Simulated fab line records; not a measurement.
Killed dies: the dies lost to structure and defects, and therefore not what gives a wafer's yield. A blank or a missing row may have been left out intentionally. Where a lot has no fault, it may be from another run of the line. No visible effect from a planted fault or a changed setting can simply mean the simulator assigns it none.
Chamber matching	flow n5 finfet	N5_BEOL_M10_DESCUM_16 on rie diel-01: 4 sister chambers
The step chemistry O2, time 7.9 s. 8 wafers are shown with their chamber, then 9 later ones without.

== WAFERS, EACH WITH ITS CHAMBER ==
wafer	chamber	showerhead plenum p Torr (Torr)	drypump motor current A (A)
L078.6	0	2.02	5.6
L080.4	0	2.02	5.6
L082.1	3	2.22	6.4
L082.4	1	2.05	5.9
L084.5	1	2.04	5.8
L086.2	2	2.02	5.1
L086.4	3	2.22	6.5
L086.5	2	2.02	5.1

== WAFERS WHOSE CHAMBER IS MISSING ==
wafer	showerhead plenum p Torr (Torr)	drypump motor current A (A)
L090.1	2.04	5.8
L090.4	2.04	5.8
L090.6	2.02	5.1
L091.1	2.21	6.4
L091.2	2.01	5.1
L091.4	2.04	5.8
L093.2	2.03	5.8
L093.4	2.03	5.8
L093.6	2.01	5.1

== WHICH CHAMBER EACH WENT THROUGH ==
wafer	from the rows above	in truth
L090.1	1	1
L090.4	1	1
L090.6	2	2
L091.1	3	3
L091.2	2	2
L091.4	1	1
L093.2	can't be placed: 1 or 0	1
L093.4	can't be placed: 1 or 0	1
L093.6	2	2
Correct placement for 7 of the 9. Unplaceable from these rows: 2, with the true chamber sitting among the candidates in 2. Wrongly placed: 0.
How it was worked out, from the rows above alone: a wafer's distance from a chamber is the root of the sum, over the readings, of the square of ((its reading less the chamber's mean) divided by the reading's scatter). If the next closest chamber is less than 2 further off than the closest, the wafer can't be placed; otherwise it belongs to the closest. Each chamber's mean is taken over the wafers shown for it. The scatter: take each reading less its chamber's mean, square it, sum over the shown wafers, divide by the number of wafers less the number of chambers, and take the root.
